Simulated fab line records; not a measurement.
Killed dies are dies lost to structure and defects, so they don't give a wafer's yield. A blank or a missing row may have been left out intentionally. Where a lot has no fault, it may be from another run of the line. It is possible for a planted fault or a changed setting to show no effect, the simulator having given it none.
Matching of chambers | flow n5 finfet | N5_BEOL_M2_DESCUM_33 on rie diel-04 has 4 sister chambers
The step chemistry O2, time 7 s. 4 wafers are shown with their chamber, then 10 later ones without.

== WAFERS PAIRED WITH THEIR CHAMBERS ==
wafer  | chamber | throttle valve pct (%)
L090.5 | 2       | 20.11
L090.6 | 1       | 20.62
L092.1 | 3       | 20.45
L092.4 | 0       | 19.97

== WAFERS WHOSE CHAMBER IS MISSING ==
wafer  | throttle valve pct (%)
L092.6 | 19.97
L095.1 | 20.64
L095.2 | 20.48
L095.4 | 19.97
L096.2 | 19.98
L096.4 | 20.64
L096.5 | 20.14
L097.1 | 19.98
L097.2 | 20.64
L097.5 | 20.46

== WHICH CHAMBER EACH ONE RAN IN ==
wafer  | from the rows above | in truth
L092.6 | 0                   | 0
L095.1 | 1                   | 1
L095.2 | 3                   | 3
L095.4 | 0                   | 0
L096.2 | 0                   | 0
L096.4 | 1                   | 1
L096.5 | 2                   | 2
L097.1 | 0                   | 0
L097.2 | 1                   | 1
L097.5 | 3                   | 3
Correct placement for 10 of the 10. Left unplaced by these rows: 0. 0 placed wrongly.
How it was worked out, from the rows above alone: a wafer's distance from a chamber is the root of the sum, over the readings, of the square of ((its reading less the chamber's mean) divided by the reading's scatter). The wafer belongs to the nearest chamber; if the next one is less than 2 further off, it can't be placed. A chamber's mean is the mean of its shown wafers. The scatter: root of mean squared gap, hidden wafer to nearest shown wafer, with one shown wafer a chamber.
